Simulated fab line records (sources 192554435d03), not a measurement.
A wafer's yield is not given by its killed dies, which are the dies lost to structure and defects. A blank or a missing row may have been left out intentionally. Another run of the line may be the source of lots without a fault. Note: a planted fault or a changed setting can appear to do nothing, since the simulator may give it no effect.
A struck lot beside a sound one	flow n5 finfet	37 out of 1938 route steps
Sound: the wafers L287.3, L287.4, L287.5. Wafers L281.3, L281.4, L281.6 were the ones struck. The cause is named last.
Order at every step that has rows: each side's tool, ch and its chambers, its first start. Under that, the readings that differ: sound wafers	struck wafers	difference of the means	sigmas: that difference in standard deviations of wafers without a fault.
alike: same words and numbers on both sides, and readings whose means sit less than 2 such deviations apart. not compared: any withheld reading, any reading some wafer has no value for, any bound like >300 that may hide the same value, and any number with overlapping values for which the record gives no deviation.
A row with sigmas, a row that says differs or no value, or rows on one side alone: a step with any of these is where the two part. When numbers do not overlap yet have no deviation, they are printed without sigmas and do not part them. A reading missing from all wafers of one side parts the sides only when that side holds two or more wafers.

first, 9 steps without rows for these wafers: N5_BEOL_M4_ANNEAL_95 (time 240 s); N5_BEOL_M4_SPUTTER_96 (material Cu, target thk 4.5 nm, time 8.29 s); N5_BEOL_M4_ECD_50 (material Cu, target thk 300 nm); N5_BEOL_M4_ANNEAL_51 (time 90 s); N5_BEOL_M4_CMP_52 (polishes, stops on SiOC, t overpolish 6.8 s, target thk 40 nm); N5_BEOL_M4_PRE_CLEAN_60 (time 15 s); N5_BEOL_M4_CO_CAP_55 (material Co, precursor CCTBA/H2, target thk 2 nm, time 102.1 s); N5_BEOL_M4_PRE_CLEAN_56 (time 15 s); N5_BEOL_M4_DEP_57 (deposits SiCN from 3MS/NH3, target thk 8 nm, time 14 s).
N5_BEOL_M4_RC_MEAS_101:
  sound on prober-01 ch 0, day 14 20:13; struck on prober-02 ch 0, day 13 16:31
  alike: DIBL_N, DIBL_P, IOFF_N, IOFF_P, ION_N, ION_P, SS_N, SS_P, VT_N, VT_P
then, 24 steps without rows for these wafers: N5_BEOL_M5_ILD_DEP_00 (deposits SiCOH lowk from DEMS/porogen, target thk 140.64 nm, time 25.9 s); N5_BEOL_M5_CURE_79 (cures SiCOH lowk, time 240 s); N5_BEOL_M5_PECVD_70 (deposits SiO2 from TEOS/O2, target thk 16 nm, time 18 s); N5_BEOL_M5_HM_DEP_02 (deposits TiN, target thk 20 nm); N5_BEOL_M5_COAT_59 (time 60 s, resist thk 60 nm); N5_BEOL_M5_COAT_60 (time 60 s, resist thk 12 nm); N5_BEOL_M5_COAT_71 (time 60 s, resist thk 5 nm); N5_BEOL_M5_COAT_05 (resist thk 30 nm); N5_BEOL_M5_EBR_07; N5_BEOL_M5_SOFTBAKE_06 (time 60 s); N5_BEOL_M5_EXPOSE_08 (exposes mask M5, target cd 28 nm); N5_BEOL_M5_PEB_09 (peb time 60 s); N5_BEOL_M5_DEVELOP_10 (develop time 30 s); N5_BEOL_M5_DESCUM_16 (chemistry O2, time 7 s); N5_BEOL_M5_ETCH_72 (etches underlayer in N2/H2, target depth 6.5 nm, time 5.2 s); N5_BEOL_M5_ETCH_61 (etches SiARC in CF4, target depth 15.6 nm, time 26 s); N5_BEOL_M5_ETCH_62 (etches SOC in N2/H2, target depth 75 nm, overetch 15 nm, time 112.5 s); N5_BEOL_M5_STRIP_63 (strips in N2/H2); N5_BEOL_M5_STRIP_73 (strips in N2/H2); N5_BEOL_M5_STRIP_64 (strips in CF4); N5_BEOL_M5_HM_OPEN_17 (chemistry Cl2/BCl3, target TiN, target depth 20 nm, overetch 6 nm); N5_BEOL_M5_STRIP_19 (strips in O2); N5_BEOL_M5_COAT_65 (time 60 s, resist thk 60 nm); N5_BEOL_M5_COAT_66 (time 60 s, resist thk 12 nm).
N5_BEOL_M6_SPUTTER_48: material Cu, target thk 10 nm, time 1.667 s.
  sound on pvd sputter-03 at day 15 16:54; struck on pvd sputter-02 at day 14 11:18
  no value came back on the struck wafers for bias v (V), cathode dc power W (W), chuck sensor temp C (C), throttle valve pct (%); on the sound wafers bias v (V) reads 59.6 61.1 60.5
N5_BEOL_M6_CMP_52: polishes, stops on SiCOH lowk, t overpolish 6.9 s, target thk 80 nm.
  sound on cmp-01 ch 0,2,3, day 15 18:03; struck on cmp-01 ch 1,2,3, day 14 11:51
reading	sound	struck	difference	sigmas
time to endpoint s (s)	59 61 59	1 0 1	-59	-17
  alike: motor current A
-- here the record skips 4 days between the struck wafers' starts before and after, leaving off in module BEOL_M6 and picking up in module PASSIVATION (first step shown: number 1936 of the route) --
N5_PASSIVATION_PROBE_49:
  rows exist in the record for the struck wafers here (prober-02, day 18 02:12), but not for the sound ones

== WHERE THEY PART ==
Last at N5_PASSIVATION_PROBE_49 as far as this record goes, first at N5_BEOL_M6_SPUTTER_48.

WHY: what the simulator had put in
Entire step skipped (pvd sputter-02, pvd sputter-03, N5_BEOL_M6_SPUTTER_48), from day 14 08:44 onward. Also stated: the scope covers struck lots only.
